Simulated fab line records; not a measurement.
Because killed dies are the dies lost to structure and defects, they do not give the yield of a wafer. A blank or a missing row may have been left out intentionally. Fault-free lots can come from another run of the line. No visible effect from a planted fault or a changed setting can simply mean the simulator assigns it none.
Which tool is to blame? -- flow nand-harc -- 30 wafers from 10 lots sampled at 3 of the route's 1302 steps

== WHAT THE GAUGES READ, wafer by wafer ==
NHARC_P_M2_CD_MEAS_09: the cd target is 170 nm.
lot,measured,on,cd-nm (nm)
L938,day 6 16:20,cd-sem-03,169.1 169.6 169.4
L939,day 6 22:50,cd-sem-03,169.3 169.4 169.6
L942,day 8 02:49,cd-sem-03,171.1 170.9 170.7
L946,day 9 14:53,cd-sem-01,170.3 170.0 170.0
L953,day 13 02:03,cd-sem-01,170.6 180.6 170.4
L955,day 13 12:50,cd-sem-02,178.5 169.8 169.7
L956,day 14 06:32,cd-sem-02,170.4 170.7 170.5
L958,day 14 13:42,cd-sem-01,169.4 169.7 170.2
L957,day 14 14:07,cd-sem-03,170.9 170.6 170.1
L961,day 15 21:02,cd-sem-02,170.7 170.6 170.7

== EACH LOT AND THE TOOL THAT RAN IT (in order: tool; ch and the chambers of the sampled wafers; start) ==
lot,NHARC_P_M1_STRIP_18,NHARC_P_M2_EXPOSE_06
L938,"rie-diel-08 ch 0,2,3, day 6 12:46","arfi-scanner-03 ch 0, day 6 16:11"
L939,"rie-diel-12 ch 1,3, day 6 19:15","arfi-scanner-01 ch 0, day 6 22:41"
L942,"rie-diel-01 ch 0,3, day 7 23:07","arfi-scanner-03 ch 0, day 8 02:40"
L946,"rie-diel-01 ch 0,2,3, day 9 11:30","arfi-scanner-01 ch 0, day 9 14:45"
L953,"rie-diel-01 ch 0,2,3, day 12 22:30","arfi-scanner-03 ch 0, day 13 01:55"
L955,"rie-diel-08 ch 1,3, day 13 09:19","arfi-scanner-03 ch 0, day 13 12:42"
L956,"rie-diel-01 ch 0,1,3, day 14 02:59","arfi-scanner-02 ch 0, day 14 06:25"
L958,"rie-diel-12 ch 0,1,3, day 14 10:10","arfi-scanner-01 ch 0, day 14 13:34"
L957,"rie-diel-01 ch 0,2, day 14 10:29","arfi-scanner-02 ch 0, day 14 13:58"
L961,"rie-diel-01 ch 2,3, day 15 17:26","arfi-scanner-01 ch 0, day 15 20:53"
- NHARC_P_M1_STRIP_18: strips in N2/H2.
- NHARC_P_M2_EXPOSE_06: exposes mask P M2, target cd 170 nm.

== THE ANSWER, worked out from the rows above alone ==
Rule: what is usual is taken from the lots themselves. The widest of any qualifying gaps counts: lots, ordered by their means at a reading, are off when they make up no more than a third of the lots, leave a main group of 4 or more, and stand apart from it by 3 or more times the standard deviation of that group's means. Not used: any main group whose means are identical at the precision the tables above print for the reading. A lot without any number at a reading at which 4 lots or more have one is off too. Where the step has rows for the other lots, those lots are counted as sound.
Off at NHARC_P_M2_CD_MEAS_09 (cd-nm): L953, L955. Main group: mean 170.2 nm, sd 0.55.
If a tool, at a process step before that reading, ran all the lots that are off and no sound lot after the first of them, it fits. The gauges at NHARC_P_M2_CD_MEAS_09 are tried like those tools. One fits: arfi-scanner-03 at NHARC_P_M2_EXPOSE_06. A fault onset in the window from L942 (day 8 02:40, its last sound lot) to L953 (day 13 01:55, its first lot off) fits.

== WHAT HAD BEEN PUT IN BY THE SIMULATOR ==
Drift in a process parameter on arfi-scanner-03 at NHARC_P_M2_EXPOSE_06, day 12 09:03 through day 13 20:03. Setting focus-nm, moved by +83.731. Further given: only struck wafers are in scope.
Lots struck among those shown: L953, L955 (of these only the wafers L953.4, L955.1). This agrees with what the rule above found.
